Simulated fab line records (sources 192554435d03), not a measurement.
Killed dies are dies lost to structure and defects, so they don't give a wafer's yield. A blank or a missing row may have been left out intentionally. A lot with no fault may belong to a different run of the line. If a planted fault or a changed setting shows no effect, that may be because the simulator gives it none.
Chamber matching + flow n5Finfet + N5_BEOL_M10_ETCH_62 on rieDiel-03: 4 sister chambers
The step etches SOC in N2/H2, target depth 110 nm, overetch 22 nm, time 165 s. 14 wafers are shown with their chamber, then 7 later ones without.

WAFERS PAIRED WITH THEIR CHAMBERS
| wafer  | chamber | showerheadPlenumPTorr (Torr) | throttleValvePct (%) | drypumpMotorCurrentA (A) |
|--------|---------|------------------------------|----------------------|--------------------------|
| L077.2 | 3       | 2.49                         | 17.55                | 6.4                      |
| L077.4 | 2       | 2.73                         | 17.73                | 5.7                      |
| L077.6 | 3       | 2.49                         | 17.55                | 6.4                      |
| L081.2 | 1       | 2.70                         | 18.04                | 5.5                      |
| L081.4 | 0       | 2.70                         | 17.56                | 5.6                      |
| L081.6 | 2       | 2.73                         | 17.76                | 5.7                      |
| L085.2 | 3       | 2.49                         | 17.57                | 6.5                      |
| L085.4 | 0       | 2.70                         | 17.56                | 5.6                      |
| L085.6 | 0       | 2.70                         | 17.56                | 5.7                      |
| L083.1 | 2       | 2.73                         | 17.77                | 5.7                      |
| L083.2 | 1       | 2.69                         | 18.04                | 5.5                      |
| L083.5 | 1       | 2.69                         | 18.05                | 5.5                      |
| L089.1 | 2       | 2.72                         | 17.78                | 5.6                      |
| L089.2 | 1       | 2.69                         | 18.08                | 5.5                      |

SIGNATURES (means of the wafers above)
| reading               | chamber 0 | chamber 1 | chamber 2 | chamber 3 | scatter within a chamber |
|-----------------------|-----------|-----------|-----------|-----------|--------------------------|
| showerheadPlenumPTorr | 2.7000    | 2.6925    | 2.7275    | 2.4900    | 0.00387                  |
| throttleValvePct      | 17.5600   | 18.0525   | 17.7600   | 17.5567   | 0.0166                   |
| drypumpMotorCurrentA  | 5.633     | 5.500     | 5.675     | 6.433     | 0.0456                   |
Rule: a wafer's distance from a chamber is the root of the sum, over the readings, of the square of ((its reading less the chamber's mean) divided by the reading's scatter). The wafer belongs to the nearest chamber; if the next one is less than 2 further off, it can't be placed. How the scatter is found: for the shown wafers, subtract from each reading the mean of its chamber, square and add these, divide the total by (wafers less chambers), then take the root.

WAFERS MISSING THEIR CHAMBER
| wafer  | showerheadPlenumPTorr (Torr) | throttleValvePct (%) | drypumpMotorCurrentA (A) |
|--------|------------------------------|----------------------|--------------------------|
| L089.4 | 2.72                         | 17.78                | 5.6                      |
| L088.1 | 2.69                         | 18.08                | 5.5                      |
| L088.2 | 2.69                         | 17.57                | 5.6                      |
| L088.5 | 2.72                         | 17.80                | 5.7                      |
| L095.1 | 2.71                         | 17.81                | 5.7                      |
| L095.3 | 2.48                         | 17.17                | 6.4                      |
| L095.4 | 2.68                         | 18.09                | 5.5                      |

CHAMBER TAKEN BY EACH
| wafer  | from the rows above | in truth |
|--------|---------------------|----------|
| L089.4 | 2                   | 2        |
| L088.1 | 1                   | 1        |
| L088.2 | 0                   | 0        |
| L088.5 | 2                   | 2        |
| L095.1 | 2                   | 2        |
| L095.3 | 3                   | 3        |
| L095.4 | 1                   | 1        |
7 of 7 placed correctly. Left unplaced by these rows: 0. 0 placed wrongly.
